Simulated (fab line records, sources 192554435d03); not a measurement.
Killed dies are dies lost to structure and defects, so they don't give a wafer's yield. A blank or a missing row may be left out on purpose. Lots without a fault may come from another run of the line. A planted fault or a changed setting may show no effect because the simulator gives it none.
Which tool did it? | flow n5_finfet | 24 lots, 72 wafers sampled, at 6 steps of a route of 1938

WHAT THE GAUGES READ, wafer by wafer
The record holds no reading of a measuring or inspecting step that can be judged against a usual standard deviation.

WHICH TOOL RAN EACH LOT (tool, then ch and the chambers of the sampled wafers, then the start)
lot  | N5_BEOL_M2_ALD_98                 | N5_BEOL_M2_ETCH_70                 | N5_BEOL_M2_ALD_84                   | N5_BEOL_M2_ANNEAL_49         | N5_BEOL_M2_ANNEAL_87         | N5_BEOL_M3_ETCH_64
L074 | ald_sin-04 ch 0,1, day 6 15:10    | rie_diel-06 ch 1,2,3, day 6 16:23  | ald_metal-01 ch 0,2,3, day 6 17:08  | pvd_sputter-03, day 6 17:46  | pvd_sputter-03, day 6 18:25  | rie_diel-02 ch 0,1,2, day 6 22:33
L075 | ald_sin-04 ch 0,2,3, day 7 00:55  | rie_diel-06 ch 0,3, day 7 03:47    | ald_metal-02 ch 0,1,2, day 7 04:45  | pvd_sputter-03, day 7 07:15  | pvd_sputter-03, day 7 07:55  | rie_diel-01 ch 2,3, day 7 11:28
L076 | ald_sin-03 ch 0,2,3, day 7 03:12  | rie_diel-03 ch 2,3, day 7 03:44    | ald_metal-03 ch 0,1,2, day 7 04:39  | pvd_sputter-02, day 7 05:33  | pvd_sputter-02, day 7 06:13  | rie_diel-01 ch 0,3, day 7 09:45
L077 | ald_sin-03 ch 0,3, day 7 22:10    | rie_diel-05 ch 0,1,2, day 7 22:28  | ald_metal-02 ch 0,1, day 7 23:46    | pvd_sputter-01, day 8 00:38  | pvd_sputter-01, day 8 01:17  | rie_diel-04 ch 0,2,3, day 8 08:04
L079 | ald_sin-03 ch 0,2,3, day 8 01:16  | rie_diel-03 ch 1,2,3, day 8 05:53  | ald_metal-02 ch 0,2, day 8 06:54    | pvd_sputter-02, day 8 08:00  | pvd_sputter-02, day 8 08:40  | rie_diel-04 ch 2,3, day 8 12:05
L078 | ald_sin-03 ch 0,1,2, day 8 02:19  | rie_diel-05 ch 1,3, day 8 06:57    | ald_metal-01 ch 0,1,2, day 8 08:19  | pvd_sputter-03, day 8 09:05  | pvd_sputter-03, day 8 09:45  | rie_diel-01 ch 0,2,3, day 8 14:49
L080 | ald_sin-03 ch 1,2,3, day 8 02:57  | rie_diel-06 ch 0,3, day 8 10:51    | ald_metal-03 ch 1,2, day 8 12:11    | pvd_sputter-01, day 8 13:11  | pvd_sputter-01, day 8 13:51  | rie_diel-02 ch 1,3, day 8 18:30
L081 | ald_sin-04 ch 0,2,3, day 8 08:22  | rie_diel-05 ch 0,3, day 8 13:48    | ald_metal-02 ch 0,2,3, day 8 15:01  | pvd_sputter-01, day 8 15:35  | pvd_sputter-01, day 8 16:15  | rie_diel-02 ch 2,3, day 8 20:37
L082 | ald_sin-03 ch 0,1, day 8 09:46    | rie_diel-06 ch 0,1, day 8 13:54    | ald_metal-03 ch 0,3, day 8 15:03    | pvd_sputter-03, day 8 16:02  | pvd_sputter-03, day 8 16:41  | rie_diel-04 ch 0,2, day 8 20:43
L083 | ald_sin-03 ch 0,1,3, day 8 17:22  | rie_diel-03 ch 0,2,3, day 8 17:57  | ald_metal-02 ch 0,2,3, day 8 18:49  | pvd_sputter-02, day 8 19:52  | pvd_sputter-02, day 8 20:31  | rie_diel-04 ch 0,3, day 9 00:43
L084 | ald_sin-03 ch 0,2,3, day 8 20:45  | rie_diel-05 ch 0,2,3, day 8 20:58  | ald_metal-02 ch 0,1,3, day 8 22:11  | pvd_sputter-01, day 8 23:00  | pvd_sputter-01, day 8 23:40  | rie_diel-04 ch 0,2,3, day 9 03:47
L085 | ald_sin-03 ch 0,1,3, day 9 07:49  | rie_diel-06 ch 0,1,3, day 9 10:22  | ald_metal-01 ch 0,1,2, day 9 11:38  | pvd_sputter-01, day 9 12:15  | pvd_sputter-01, day 9 12:55  | rie_diel-02 ch 0,1,3, day 9 18:11
L086 | ald_sin-04 ch 1,2,3, day 9 12:55  | rie_diel-03 ch 0,2,3, day 9 23:22  | ald_metal-03 ch 1,2,3, day 10 00:16 | pvd_sputter-01, day 10 01:05 | pvd_sputter-01, day 10 01:45 | rie_diel-04 ch 0,1,2, day 10 06:37
L087 | ald_sin-03 ch 0,2,3, day 10 01:05 | rie_diel-06 ch 1,2,3, day 10 04:17 | ald_metal-02 ch 1,2,3, day 10 05:17 | pvd_sputter-03, day 10 05:59 | pvd_sputter-03, day 10 06:38 | rie_diel-04 ch 0,3, day 10 11:18
L088 | ald_sin-04 ch 0,1, day 10 07:11   | rie_diel-05 ch 0,2, day 10 07:20   | ald_metal-01 ch 1,2, day 10 08:22   | pvd_sputter-02, day 10 09:15 | pvd_sputter-02, day 10 09:55 | rie_diel-01 ch 0,3, day 10 13:43
L089 | ald_sin-01 ch 1,2,3, day 10 12:40 | rie_diel-06 ch 2,3, day 10 15:43   | ald_metal-01 ch 0,2,3, day 10 16:32 | pvd_sputter-02, day 10 17:22 | pvd_sputter-02, day 10 18:01 | rie_diel-04 ch 0,3, day 10 22:49
L090 | ald_sin-01 ch 0,1,3, day 10 14:17 | rie_diel-03 ch 1,2,3, day 10 16:40 | ald_metal-03 ch 0,2, day 10 18:59   | pvd_sputter-03, day 10 19:34 | pvd_sputter-03, day 10 20:14 | rie_diel-02 ch 0,2,3, day 10 23:21
L091 | ald_sin-01 ch 0,2,3, day 10 14:23 | rie_diel-05 ch 0,1,2, day 10 18:36 | ald_metal-01 ch 0,1,3, day 10 19:31 | pvd_sputter-02, day 10 20:14 | pvd_sputter-02, day 10 20:54 | rie_diel-02 ch 1,2,3, day 11 00:02
L092 | ald_sin-04 ch 0,1,2, day 11 02:14 | rie_diel-03 ch 0,2,3, day 11 07:01 | ald_metal-02 ch 0,1,2, day 11 07:42 | pvd_sputter-03, day 11 08:29 | pvd_sputter-03, day 11 09:08 | rie_diel-01 ch 0,2,3, day 11 12:17
L093 | ald_sin-03 ch 0,1, day 11 08:38   | rie_diel-06 ch 0,2, day 11 10:28   | ald_metal-01 ch 0,1, day 11 11:35   | pvd_sputter-02, day 11 12:31 | pvd_sputter-02, day 11 13:11 | rie_diel-02 ch 0,2,3, day 11 18:38
L094 | ald_sin-01 ch 0,1,2, day 11 12:51 | rie_diel-06 ch 0,2,3, day 11 19:38 | ald_metal-03 ch 2,3, day 11 20:50   | pvd_sputter-01, day 11 21:34 | pvd_sputter-01, day 11 22:14 | rie_diel-01 ch 2,3, day 12 03:01
L095 | ald_sin-04 ch 0,2, day 11 17:02   | rie_diel-03 ch 0,2, day 11 20:58   | ald_metal-02 ch 0,2,3, day 11 23:26 | pvd_sputter-01, day 12 00:03 | pvd_sputter-01, day 12 00:43 | rie_diel-04 ch 0,1, day 12 04:43
L096 | ald_sin-03 ch 1,2,3, day 11 22:03 | rie_diel-06 ch 0,1,2, day 11 23:01 | ald_metal-01 ch 0,3, day 11 23:51   | pvd_sputter-03, day 12 01:49 | pvd_sputter-03, day 12 02:29 | rie_diel-02 ch 2,3, day 12 09:34
L097 | ald_sin-03 ch 0,3, day 12 07:04   | rie_diel-03 ch 2,3, day 12 13:20   | ald_metal-02 ch 0,1, day 12 14:14   | pvd_sputter-02, day 12 15:03 | pvd_sputter-02, day 12 15:43 | rie_diel-02 ch 0,1,3, day 12 19:29
- N5_BEOL_M2_ALD_98: deposits SiO2, target thk 2.5 nm, pulse time 1 s, co reactant pulse time 1 s.
- N5_BEOL_M2_ETCH_70: etches SOC in N2/H2, target depth 80 nm, overetch 24 nm, time 130 s.
- N5_BEOL_M2_ALD_84: deposits TaN, pulse time 2 s, purge time 3 s, co reactant purge time 2 s.
- N5_BEOL_M2_ANNEAL_49: time 240 s.
- N5_BEOL_M2_ANNEAL_87: time 240 s.
- N5_BEOL_M3_ETCH_64: etches SOC in N2/H2, target depth 75 nm, overetch 15 nm, time 112.5 s.

WHAT THE TOOLS THEMSELVES READ (means of the sampled wafers that have a number; where no wafer has one, the mark that the record gives instead)
N5_BEOL_M2_ALD_98.
lot  | tool       | heater_power_w (W) | precursor_pulse_height_rel
L074 | ald_sin-04 | 74                 | 1.007
L075 | ald_sin-04 | 68                 | 0.998
L076 | ald_sin-03 | 72                 | 0.987
L077 | ald_sin-03 | 77                 | 1.025
L079 | ald_sin-03 | 72                 | 1.005
L078 | ald_sin-03 | 75                 | 0.991
L080 | ald_sin-03 | 79                 | 1.007
L081 | ald_sin-04 | 67                 | 1.005
L082 | ald_sin-03 | 86                 | 1.010
L083 | ald_sin-03 | 82                 | 1.023
L084 | ald_sin-03 | 72                 | 1.012
L085 | ald_sin-03 | 82                 | 1.014
L086 | ald_sin-04 | 72                 | 0.994
L087 | ald_sin-03 | 72                 | 1.001
L088 | ald_sin-04 | 74                 | 1.009
L089 | ald_sin-01 | 78                 | 0.992
L090 | ald_sin-01 | 75                 | 1.004
L091 | ald_sin-01 | 78                 | 0.989
L092 | ald_sin-04 | 69                 | 1.000
L093 | ald_sin-03 | 79                 | 0.999
L094 | ald_sin-01 | 75                 | 0.998
L095 | ald_sin-04 | 62                 | 0.999
L096 | ald_sin-03 | 80                 | 0.991
L097 | ald_sin-03 | 73                 | 1.007

N5_BEOL_M2_ETCH_70.
lot  | tool        | chamber_pressure_mTorr (mTorr) | drypump_motor_current_A (A) | oes_product_au (a.u.) | rf_vpp_V (V) | showerhead_plenum_p_Torr (Torr) | throttle_valve_pct (%)
L074 | rie_diel-06 | 29.978                         | 5.8                         | 0.54                  | 521.7        | 2.46                            | 17.64
L075 | rie_diel-06 | 29.998                         | 5.9                         | 0.53                  | 522.2        | 2.49                            | 17.80
L076 | rie_diel-03 | 30.014                         | 6.0                         | 0.59                  | 521.7        | 2.46                            | 17.85
L077 | rie_diel-05 | 30.019                         | 5.5                         | 0.54                  | 524.4        | 2.56                            | 17.72
L079 | rie_diel-03 | 30.007                         | 5.7                         | 0.63                  | 523.3        | 2.51                            | 17.83
L078 | rie_diel-05 | 29.981                         | 5.2                         | 0.58                  | 523.4        | 2.52                            | 17.87
L080 | rie_diel-06 | 30.017                         | 5.5                         | 0.52                  | 523.6        | 2.54                            | 17.92
L081 | rie_diel-05 | 29.995                         | 5.4                         | 0.62                  | 522.7        | 2.50                            | 17.83
L082 | rie_diel-06 | 30.014                         | 5.2                         | 0.54                  | 525.5        | 2.59                            | 17.81
L083 | rie_diel-03 | 30.014                         | 6.0                         | 0.59                  | 521.0        | 2.46                            | 17.78
L084 | rie_diel-05 | 29.998                         | 5.5                         | 0.58                  | 524.8        | 2.55                            | 17.72
L085 | rie_diel-06 | 29.992                         | 5.6                         | 0.53                  | 522.8        | 2.51                            | 17.74
L086 | rie_diel-03 | 30.029                         | 6.0                         | 0.58                  | 521.1        | 2.45                            | 17.80
L087 | rie_diel-06 | 29.976                         | 5.9                         | 0.58                  | 524.5        | 2.55                            | 17.55
L088 | rie_diel-05 | 30.026                         | 5.7                         | 0.54                  | 525.0        | 2.58                            | 17.62
L089 | rie_diel-06 | 29.986                         | 6.1                         | 0.57                  | 523.9        | 2.50                            | 17.67
L090 | rie_diel-03 | 29.993                         | 5.7                         | 0.61                  | 522.1        | 2.50                            | 17.86
L091 | rie_diel-05 | 29.981                         | 5.5                         | 0.52                  | 524.4        | 2.55                            | 17.77
L092 | rie_diel-03 | 30.010                         | 6.0                         | 0.57                  | 520.9        | 2.45                            | 17.82
L093 | rie_diel-06 | 30.000                         | 5.3                         | 0.70                  | 526.1        | 2.64                            | 17.59
L094 | rie_diel-06 | 30.015                         | 5.7                         | 0.63                  | 524.7        | 2.57                            | 17.64
L095 | rie_diel-03 | 29.997                         | 6.1                         | 0.56                  | 520.8        | 2.44                            | 17.82
L096 | rie_diel-06 | 30.005                         | 5.3                         | 0.64                  | 525.2        | 2.61                            | 17.55
L097 | rie_diel-03 | 29.996                         | 5.8                         | 0.58                  | 520.7        | 2.46                            | 17.85

N5_BEOL_M2_ALD_84.
lot  | tool         | heater_power_w (W) | mfc_carrier_sccm (sccm)
L074 | ald_metal-01 | 388                | 1500
L075 | ald_metal-02 | 403                | 1495
L076 | ald_metal-03 | 452                | 1504
L077 | ald_metal-02 | 406                | 1500
L079 | ald_metal-02 | 405                | 1497
L078 | ald_metal-01 | 419                | 1499
L080 | ald_metal-03 | 453                | 1499
L081 | ald_metal-02 | 386                | 1501
L082 | ald_metal-03 | 431                | 1494
L083 | ald_metal-02 | 388                | 1498
L084 | ald_metal-02 | 387                | 1501
L085 | ald_metal-01 | 413                | 1499
L086 | ald_metal-03 | 440                | 1500
L087 | ald_metal-02 | 391                | 1499
L088 | ald_metal-01 | 414                | 1503
L089 | ald_metal-01 | 390                | 1500
L090 | ald_metal-03 | 452                | 1497
L091 | ald_metal-01 | 406                | 1500
L092 | ald_metal-02 | 402                | 1499
L093 | ald_metal-01 | 446                | 1501
L094 | ald_metal-03 | 450                | 1501
L095 | ald_metal-02 | 380                | 1503
L096 | ald_metal-01 | 385                | 1496
L097 | ald_metal-02 | 415                | 1506

N5_BEOL_M2_ANNEAL_49.
lot  | tool           | heater_power_w (W)
L074 | pvd_sputter-03 | 713
L075 | pvd_sputter-03 | 743
L076 | pvd_sputter-02 | 1006
L077 | pvd_sputter-01 | 942
L079 | pvd_sputter-02 | 898
L078 | pvd_sputter-03 | 839
L080 | pvd_sputter-01 | 910
L081 | pvd_sputter-01 | 935
L082 | pvd_sputter-03 | 814
L083 | pvd_sputter-02 | 934
L084 | pvd_sputter-01 | 960
L085 | pvd_sputter-01 | 964
L086 | pvd_sputter-01 | 969
L087 | pvd_sputter-03 | 859
L088 | pvd_sputter-02 | 933
L089 | pvd_sputter-02 | 911
L090 | pvd_sputter-03 | 809
L091 | pvd_sputter-02 | 825
L092 | pvd_sputter-03 | 801
L093 | pvd_sputter-02 | 893
L094 | pvd_sputter-01 | 986
L095 | pvd_sputter-01 | 984
L096 | pvd_sputter-03 | 912
L097 | pvd_sputter-02 | 990

N5_BEOL_M2_ANNEAL_87.
lot  | tool           | heater_power_w (W)
L074 | pvd_sputter-03 | 712
L075 | pvd_sputter-03 | 746
L076 | pvd_sputter-02 | 995
L077 | pvd_sputter-01 | 943
L079 | pvd_sputter-02 | 882
L078 | pvd_sputter-03 | 830
L080 | pvd_sputter-01 | 931
L081 | pvd_sputter-01 | 925
L082 | pvd_sputter-03 | 818
L083 | pvd_sputter-02 | 940
L084 | pvd_sputter-01 | 970
L085 | pvd_sputter-01 | 980
L086 | pvd_sputter-01 | 976
L087 | pvd_sputter-03 | 840
L088 | pvd_sputter-02 | 947
L089 | pvd_sputter-02 | 912
L090 | pvd_sputter-03 | 821
L091 | pvd_sputter-02 | 812
L092 | pvd_sputter-03 | 812
L093 | pvd_sputter-02 | 908
L094 | pvd_sputter-01 | 986
L095 | pvd_sputter-01 | 1007
L096 | pvd_sputter-03 | 898
L097 | pvd_sputter-02 | 992

N5_BEOL_M3_ETCH_64.
lot  | tool        | chamber_pressure_mTorr (mTorr) | drypump_motor_current_A (A) | oes_product_au (a.u.) | rf_vpp_V (V) | showerhead_plenum_p_Torr (Torr) | throttle_valve_pct (%)
L074 | rie_diel-02 | 29.991                         | 5.7                         | 0.57                  | 525.6        | 2.60                            | 17.76
L075 | rie_diel-01 | 29.999                         | 5.5                         | 0.57                  | 524.9        | 2.58                            | 17.94
L076 | rie_diel-01 | 30.044                         | 5.4                         | 0.63                  | 527.2        | 2.67                            | 17.72
L077 | rie_diel-04 | 30.007                         | 5.3                         | 0.67                  | 523.9        | 2.54                            | 17.77
L079 | rie_diel-04 | 30.005                         | 5.5                         | 0.61                  | 523.1        | 2.51                            | 17.95
L078 | rie_diel-01 | 30.018                         | 5.5                         | 0.60                  | 525.5        | 2.62                            | 17.85
L080 | rie_diel-02 | 29.987                         | 5.4                         | 0.62                  | 525.3        | 2.57                            | 17.81
L081 | rie_diel-02 | 30.008                         | 5.0                         | 0.65                  | 521.7        | 2.50                            | 17.88
L082 | rie_diel-04 | 29.990                         | 4.9                         | 0.71                  | 526.7        | 2.64                            | 17.64
L083 | rie_diel-04 | 30.013                         | 5.6                         | 0.67                  | 522.6        | 2.46                            | 17.74
L084 | rie_diel-04 | 29.993                         | 5.3                         | 0.66                  | 523.4        | 2.54                            | 17.77
L085 | rie_diel-02 | 30.018                         | 5.7                         | 0.67                  | 525.0        | 2.57                            | 17.68
L086 | rie_diel-04 | 30.001                         | 5.1                         | 0.72                  | 525.6        | 2.60                            | 17.59
L087 | rie_diel-04 | 29.979                         | 5.6                         | 0.66                  | 521.5        | 2.45                            | 17.75
L088 | rie_diel-01 | 30.002                         | 5.6                         | 0.58                  | 526.8        | 2.63                            | 17.72
L089 | rie_diel-04 | 29.999                         | 5.6                         | 0.65                  | 521.9        | 2.45                            | 17.77
L090 | rie_diel-02 | 30.019                         | 5.5                         | 0.65                  | 524.2        | 2.54                            | 17.71
L091 | rie_diel-02 | 30.003                         | 5.2                         | 0.60                  | 524.1        | 2.54                            | 17.85
L092 | rie_diel-01 | 29.974                         | 5.5                         | 0.58                  | 525.8        | 2.61                            | 17.89
L093 | rie_diel-02 | 29.993                         | 5.5                         | 0.65                  | 523.7        | 2.53                            | 17.71
L094 | rie_diel-01 | 30.007                         | 5.6                         | 0.54                  | 525.0        | 2.59                            | 17.86
L095 | rie_diel-04 | 30.012                         | 5.3                         | 0.71                  | 523.6        | 2.52                            | 17.57
L096 | rie_diel-02 | 30.004                         | 5.1                         | 0.58                  | 522.5        | 2.50                            | 17.89
L097 | rie_diel-02 | 30.012                         | 5.7                         | 0.64                  | 525.2        | 2.56                            | 17.71

THE ANSWER, worked out from the rows above alone
Rule: what is usual is taken from the lots themselves. Put in order of their means at a reading, lots are off if they are a third of the lots or fewer, leave a main group of 4 or more, and stand apart from it by a gap of 3 or more times the standard deviation of the main group's means; of several such gaps the widest counts. A main group whose means are all the same, to the digits that the tables above print for the reading, isn't used. A lot without any number at a reading at which 4 lots or more have one is off too. The other lots that the step has rows for count as sound. The gauges are gone through in route order, then the tools' own readings, and for those a lot's mean is taken as printed above. The first step at which some lot is off is used, and at that step the reading that is off furthest; a lot without a number counts as furthest.
No lot is off at any reading shown: from this, nothing can be told.

WHAT THE SIMULATOR HAD PUT IN
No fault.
